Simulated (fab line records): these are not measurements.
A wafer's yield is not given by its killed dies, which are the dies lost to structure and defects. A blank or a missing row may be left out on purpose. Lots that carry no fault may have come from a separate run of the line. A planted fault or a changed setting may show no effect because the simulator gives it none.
Which tool did it? | flow nand-harc | 12 lots, 35 wafers sampled, at 5 steps of a route of 1159

## WHAT EACH GAUGE READ, for each wafer
NHARC_A_BLC_INSPECT_12.
lot  | measured     | on                | raw-defect-count
L990 | day 17 10:14 | defect-inspect-01 | 23 19 18
L991 | day 18 04:47 | defect-inspect-02 | 28 23 32
L995 | day 18 05:31 | defect-inspect-02 | 50 48 42
L996 | day 19 11:43 | defect-inspect-02 | 25 24 29
L999 | day 19 13:37 | defect-inspect-01 | 17 20 18
L998 | day 19 19:52 | defect-inspect-01 | 20 31 33
L103 | day 20 10:13 | defect-inspect-01 | 57 50 53
L102 | day 21 03:45 | defect-inspect-01 | 40 25 40
L108 | day 21 21:55 | defect-inspect-01 | 36 34
L110 | day 22 17:17 | defect-inspect-02 | 16 18 11
L111 | day 22 17:25 | defect-inspect-01 | 15 27 19
L112 | day 23 09:09 | defect-inspect-02 | 12 9 10

NHARC_END_SORT_01.
lot  | measured     | on        | killed-at-array | killed-at-other | killed-at-periphery | killed-dies | killed-open | killed-short
L990 | day 19 10:26 | prober-02 | 25 24 22        | 2 0 1           | 5 5 4               | 32 29 27    | 5 7 5       | 2 4 4
L991 | day 20 16:17 | prober-02 | 25 23 31        | 0 0 0           | 1 8 6               | 26 31 37    | 2 7 2       | 1 2 5
L995 | day 20 17:52 | prober-01 | 41 35 33        | 2 0 1           | 5 3 1               | 48 38 35    | 3 3 3       | 0 0 0
L996 | day 21 10:40 | prober-02 | 26 30 30        | 0 0 0           | 3 3 3               | 29 33 33    | 1 3 2       | 4 5 7
L999 | day 21 17:37 | prober-02 | 19 20 12        | 1 0 0           | 3 1 4               | 23 21 16    | 5 2 1       | 2 1 1
L998 | day 21 21:32 | prober-01 | 19 31 27        | 3 6 1           | 4 4 4               | 26 41 32    | 2 3 2       | 3 0 1
L103 | day 22 09:46 | prober-02 | 59 42 45        | 0 1 0           | 0 0 2               | 59 43 47    | 8 2 5       | 0 1 3
L102 | day 23 04:44 | prober-02 | 33 24 30        | 0 2 0           | 3 3 1               | 36 29 31    | 7 4 2       | 2 1 3
L108 | day 23 20:16 | prober-01 | 673 673         | 0 0             | 4 4                 | 677 677     | 3 1         | 2 0
L110 | day 24 15:41 | prober-01 | 671 675 18      | 0 1 0           | 6 1 2               | 677 677 20  | 5 2 3       | 0 1 5
L111 | day 24 20:26 | prober-02 | 17 20 19        | 0 0 0           | 1 5 1               | 18 25 20    | 5 4 2       | 0 1 3
L112 | day 25 04:28 | prober-01 | 11 9 14         | 0 1 2           | 3 4 2               | 14 14 18    | 1 1 8       | 2 2 2

## WHICH TOOL RAN EACH LOT (tool, then ch and the chambers of the sampled wafers, then the start)
lot  | NHARC_A_BLC_DESCUM_15              | NHARC_A_BLC_ETCH_16                | NHARC_A_BLC_STRIP_21
L990 | rie-diel-04 ch 0,1,2, day 17 10:19 | rie-diel-04 ch 0,2,3, day 17 10:24 | rie-diel-08 ch 0,1,2, day 17 11:27
L991 | rie-diel-02 ch 0,2,3, day 18 04:52 | rie-diel-02 ch 0,1,3, day 18 04:56 | rie-diel-08 ch 1,3, day 18 06:02
L995 | rie-diel-04 ch 0,1,2, day 18 05:35 | rie-diel-04 ch 1,2,3, day 18 05:40 | rie-diel-02 ch 2,3, day 18 06:46
L996 | rie-diel-04 ch 1,2, day 19 11:46   | rie-diel-04 ch 2,3, day 19 11:52   | rie-diel-02 ch 1,2, day 19 12:57
L999 | rie-diel-04 ch 0,2,3, day 19 13:41 | rie-diel-04 ch 0,2,3, day 19 13:46 | rie-diel-08 ch 0,2,3, day 19 14:50
L998 | rie-diel-04 ch 0,1,2, day 19 19:55 | rie-diel-04 ch 0,1,3, day 19 20:00 | rie-diel-08 ch 0,1,2, day 19 21:04
L103 | rie-diel-08 ch 1,2, day 20 10:17   | rie-diel-08 ch 0,1,3, day 20 10:23 | rie-diel-02 ch 1,2,3, day 20 11:32
L102 | rie-diel-04 ch 1,2,3, day 21 03:49 | rie-diel-04 ch 1,3, day 21 03:55   | rie-diel-04 ch 0,1,3, day 21 05:00
L108 | rie-diel-04 ch 1,2, day 21 21:59   | rie-diel-04 ch 1,3, day 21 22:05   | rie-diel-04 ch 1,2, day 21 23:11
L110 | rie-diel-04 ch 0,2,3, day 22 17:21 | rie-diel-04 ch 1,2,3, day 22 17:26 | rie-diel-04 ch 0,1,2, day 22 18:34
L111 | rie-diel-08 ch 1,2,3, day 22 17:29 | rie-diel-08 ch 0,2,3, day 22 17:34 | rie-diel-08 ch 0,1,3, day 22 18:38
L112 | rie-diel-08 ch 0,1,2, day 23 09:13 | rie-diel-08 ch 0,1,2, day 23 09:18 | rie-diel-04 ch 0,2,3, day 23 10:21
- NHARC_A_BLC_DESCUM_15: chemistry O2, time 3 s.
- NHARC_A_BLC_ETCH_16: etches the open film in CF4, target depth 39 nm, time 65 s.
- NHARC_A_BLC_STRIP_21: strips in O2.

## WHAT THE TOOLS THEMSELVES READ (means of the sampled wafers that have a number; where no wafer has one, the mark that the record gives instead)
NHARC_A_BLC_DESCUM_15.
lot  | tool        | drypump-motor-current-A (A) | o2-flow-sccm (sccm) | oes-product-au (a.u.) | rf-vpp-V (V) | showerhead-plenum-p-Torr (Torr) | throttle-valve-pct (%)
L990 | rie-diel-04 | 5.83                        | 200.1               | 1.003                 | 58.0         | 1.87                            | 11.308
L991 | rie-diel-02 | 5.78                        | 200.6               | 1.006                 | 58.0         | 1.92                            | 11.318
L995 | rie-diel-04 | 5.84                        | 199.7               | 0.997                 | 58.0         | 1.87                            | 11.316
L996 | rie-diel-04 | 5.85                        | 199.4               | 0.996                 | 58.0         | 1.90                            | 11.313
L999 | rie-diel-04 | 5.94                        | 200.1               | 1.000                 | 58.3         | 1.92                            | 11.311
L998 | rie-diel-04 | 5.86                        | 200.1               | 0.996                 | 57.7         | 1.86                            | 11.313
L103 | rie-diel-08 | 5.64                        | 200.4               | 0.993                 | 58.3         | 1.94                            | 11.307
L102 | rie-diel-04 | 5.98                        | 200.2               | 0.999                 | 57.7         | 1.94                            | 11.310
L108 | rie-diel-04 | 5.96                        | 200.2               | 1.004                 | 57.6         | 1.90                            | 11.321
L110 | rie-diel-04 | 5.96                        | 200.5               | 0.997                 | 57.4         | 1.91                            | 11.300
L111 | rie-diel-08 | 5.58                        | 200.0               | 0.999                 | 57.0         | 1.90                            | 11.306
L112 | rie-diel-08 | 5.69                        | 200.0               | 0.998                 | 57.4         | 1.94                            | 11.308

NHARC_A_BLC_ETCH_16.
lot  | tool        | drypump-motor-current-A (A) | oes-product-au (a.u.) | rf-vpp-V (V) | run-length-s (s) | showerhead-plenum-p-Torr (Torr) | throttle-valve-pct (%)
L990 | rie-diel-04 | 5.95                        | 1.001                 | 152.5        | 86.3             | 1.78                            | 13.282
L991 | rie-diel-02 | 5.64                        | 0.997                 | 151.2        | 86.2             | 1.76                            | 13.288
L995 | rie-diel-04 | 5.98                        | 0.992                 | 151.2        | 86.6             | 1.80                            | 13.285
L996 | rie-diel-04 | 6.11                        | 1.001                 | 152.6        | 86.6             | 1.84                            | 13.290
L999 | rie-diel-04 | 5.94                        | 0.999                 | 151.4        | 86.3             | 1.77                            | 13.282
L998 | rie-diel-04 | 5.74                        | 0.999                 | 150.4        | 86.5             | 1.76                            | 13.285
L103 | rie-diel-08 | 5.61                        | 0.994                 | 149.9        | 86.5             | 1.76                            | 13.280
L102 | rie-diel-04 | 5.90                        | 0.994                 | 151.8        | 86.7             | 1.82                            | 13.283
L108 | rie-diel-04 | 5.84                        | 0.999                 | 152.2        | 61.6             | 1.80                            | 13.281
L110 | rie-diel-04 | 5.99                        | 0.998                 | 150.8        | 69.7             | 1.79                            | 13.293
L111 | rie-diel-08 | 5.69                        | 1.003                 | 150.5        | 86.8             | 1.77                            | 13.291
L112 | rie-diel-08 | 5.69                        | 0.995                 | 151.0        | 86.2             | 1.79                            | 13.281

NHARC_A_BLC_STRIP_21.
lot  | tool        | drypump-motor-current-A (A) | o2-flow-sccm (sccm) | oes-product-au (a.u.) | rf-vpp-V (V) | showerhead-plenum-p-Torr (Torr) | throttle-valve-pct (%)
L990 | rie-diel-08 | 5.7                         | 501.1               | 0.998                 | 58.2         | 3.58                            | 17.045
L991 | rie-diel-08 | 5.5                         | 501.1               | 1.000                 | 58.5         | 3.44                            | 17.038
L995 | rie-diel-02 | 6.1                         | 499.4               | 1.017                 | 58.6         | 3.57                            | 17.038
L996 | rie-diel-02 | 5.7                         | 499.2               | 0.997                 | 57.1         | 3.32                            | 17.036
L999 | rie-diel-08 | 5.7                         | 500.7               | 0.997                 | 57.9         | 3.53                            | 17.032
L998 | rie-diel-08 | 5.7                         | 500.0               | 0.994                 | 57.3         | 3.57                            | 17.040
L103 | rie-diel-02 | 5.8                         | 500.3               | 1.002                 | 57.9         | 3.43                            | 17.035
L102 | rie-diel-04 | 5.8                         | 499.7               | 0.997                 | 57.4         | 3.51                            | 17.042
L108 | rie-diel-04 | 6.0                         | 500.2               | 0.989                 | 57.2         | 3.50                            | 17.040
L110 | rie-diel-04 | 5.9                         | 501.3               | 1.004                 | 58.0         | 3.44                            | 17.037
L111 | rie-diel-08 | 5.6                         | 500.0               | 1.001                 | 57.7         | 3.51                            | 17.040
L112 | rie-diel-04 | 5.9                         | 500.1               | 0.990                 | 57.9         | 3.53                            | 17.030

## THE ANSWER, worked out from the rows above alone
Rule: usual is defined by the lots themselves. Put in order of their means at a reading, lots are off if they are a third of the lots or fewer, leave a main group of 4 or more, and stand apart from it by a gap of 3 or more times the standard deviation of the main group's means; of several such gaps the widest counts. A main group whose means are all the same, to the digits that the tables above print for the reading, isn't used. A lot without any number at a reading at which 4 lots or more have one is off too. Where the step has rows for the other lots, those lots are counted as sound. The gauges are gone through in route order, then the tools' own readings, and for those a lot's mean is taken as printed above. At the first step where some lot is off, the reading lying furthest off is the one used; lots without a number count as furthest.
Off, at NHARC_END_SORT_01 on killed-dies: L108, L110. The main group: mean 30, standard deviation 9.5.
A tool fits if, at a process step before that reading, it ran every lot that is off, and no sound lot after the first of them. Not tried: the gauges at NHARC_END_SORT_01; whatever is off there is also off at NHARC_A_BLC_ETCH_16, on other tools, and gauge error can't account for it. One fits: rie-diel-04 at NHARC_A_BLC_DESCUM_15 and NHARC_A_BLC_ETCH_16. At NHARC_A_BLC_DESCUM_15 its last sound lot is L102 (day 21 03:49), its first lot that is off L108 (day 21 21:59): a fault that began between those two fits.

## WHAT HAD BEEN PUT IN BY THE SIMULATOR
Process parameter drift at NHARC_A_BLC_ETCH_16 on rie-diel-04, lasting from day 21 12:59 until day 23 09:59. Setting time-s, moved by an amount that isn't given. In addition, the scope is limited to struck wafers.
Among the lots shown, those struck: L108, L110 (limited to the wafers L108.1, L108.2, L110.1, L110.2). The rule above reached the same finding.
